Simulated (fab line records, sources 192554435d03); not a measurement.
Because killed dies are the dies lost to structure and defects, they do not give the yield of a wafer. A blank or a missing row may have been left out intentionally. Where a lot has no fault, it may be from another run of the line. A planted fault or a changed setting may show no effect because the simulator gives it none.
Problem report, 8D (eight disciplines) form, completed by code / flow n5_finfet / the parts of the form that need people (team, actions taken, sign-off) are left out

1. WHAT IS WRONG
M12_ILD_THK at N5_BEOL_M12_THK_MEAS_01 reads a mean of 560 nm on 2 wafers of 2 lots; wafers without a fault read 662 nm with a standard deviation of 9.9. Measured from the usual mean, that is -10 standard deviations.
First seen on wafer L818.2, day 15 19:14, on film_metro-01. The record has a number at this step for 26 wafers belonging to 9 lots. Rule for "out", or "out of limits": more than 4 standard deviations from the usual mean. All remaining wafers that have a number are taken as sound.

2. WHAT THIS IS AND IS NOT
question=which readings at this step | is=M12_ILD_THK | is not=-
question=which lots | is=L818, L819 | is not=L802, L803, L805, L809, L810, L820, L822
question=which wafers of those lots | is=L818.2, L819.6 | is not=L818.1, L818.5, L819.1, L819.4
question=read on which gauges | is=film_metro-01 | is not=film_metro-02
question=when | is=from day 15 19:14 | is not=up to then (17 sound wafers); but 7 sound wafers of L819, L820, L822 came after

3. WHAT RULES OUT EACH SUSPECT
Counting: if a tool at a process step up to the reading ran every lot that is out, it stays a suspect. Sound lots after the first of them don't rule it out here, since some wafers of a struck lot are sound.
- the gauge at N5_BEOL_M12_THK_MEAS_01 is ruled out. All the wafers that are out were read on film_metro-01, but those of them that N5_BEOL_M12_OCD_MEAS_35 has rows for are out there too, on other tools.
- rie_diel-04 at N5_BEOL_M11_ETCH_41 (etches SiCN in CH3F/O2, target depth 42.6 nm, time 86 s): kept. Ran every lot that is out, first one L818 (day 15 12:30); last sound lot up to then L810 (day 13 15:25). N5_BEOL_M11_ETCH_41: start missing for some lots; hours and lot order therefore follow N5_BEOL_M11_OCD_MEAS_38.
- pecvd-04 at N5_BEOL_M12_ILD_DEP_00 (deposits SiOC from DEMS/O2, target thk 658.92 nm, time 130.7 s): kept. Ran every lot that is out, first one L818 (day 15 19:06); last sound lot up to then L810 (day 13 18:45).
- Within pecvd-04 at N5_BEOL_M12_ILD_DEP_00: the wafers that are out ran in chamber 2; their sound lot-mates ran in chamber 0.
What counting leaves: rie_diel-04 at N5_BEOL_M11_ETCH_41 and pecvd-04 at N5_BEOL_M12_ILD_DEP_00.

4. THE CAUSE (what the simulator had put in)
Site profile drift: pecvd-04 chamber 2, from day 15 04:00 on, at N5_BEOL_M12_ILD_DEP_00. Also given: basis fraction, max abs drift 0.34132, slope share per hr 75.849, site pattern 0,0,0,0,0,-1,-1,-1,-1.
Counting left 2 suspects, and this tool is among them.

5. THE EFFECT CHAIN, in route order
Each row: a reading where the mean over the struck wafers with a number is more than 3 standard deviations away from the usual. Scope: only readings with a usual standard deviation given in the record; hours: median across lots of the time from each lot's start at the first step in this table that gives one to its start at this step; sigmas: change in usual standard deviations.
hours=0; step=N5_BEOL_M12_THK_MEAS_01; reading=M12_ILD_THK; usual=662 nm; on struck wafers=560; change=-102; sigmas=-10
hours=2; step=N5_BEOL_M12_OCD_MEAS_35; reading=trench_depth_nm; usual=320 nm; on struck wafers=231; change=-89; sigmas=-19
hours=40; step=N5_PASSIVATION_PROBE_49; reading=defect_limited_yield; usual=91.3 %; on struck wafers=72.6; change=-18.7; sigmas=-14
hours=40; step=N5_PASSIVATION_PROBE_49; reading=killed_at_M4_up; usual=13; on struck wafers=240; change=+226; sigmas=+49
hours=40; step=N5_PASSIVATION_PROBE_49; reading=killed_dies; usual=102; on struck wafers=324; change=+222; sigmas=+15
hours=40; step=N5_PASSIVATION_PROBE_49; reading=sort_bin_5_function; usual=5.1 %; on struck wafers=23.9; change=+18.8; sigmas=+20
hours=40; step=N5_PASSIVATION_PROBE_49; reading=sort_n_pass; usual=1078; on struck wafers=856; change=-222; sigmas=-15
hours=40; step=N5_PASSIVATION_PROBE_49; reading=sort_yield_pct; usual=91.3 %; on struck wafers=72.6; change=-18.7; sigmas=-14
Its process steps:
- N5_PASSIVATION_PROBE_49

6. HOW IT WOULD HAVE BEEN CAUGHT EARLIER
15 hours passed between the start of the fault at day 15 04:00 and the first reading out of limits at a measuring or inspecting step in this record, taken at day 15 19:14.
No tool reading at N5_BEOL_M12_ILD_DEP_00 that has a usual standard deviation in the record was out on any struck wafer, so an alarm limit of 4 standard deviations on those readings would not have fired.
Of the lots that are out (2), L819 began N5_BEOL_M12_ILD_DEP_00 on pecvd-04 after day 15 19:14. A hold on the tool at that time would have spared it.
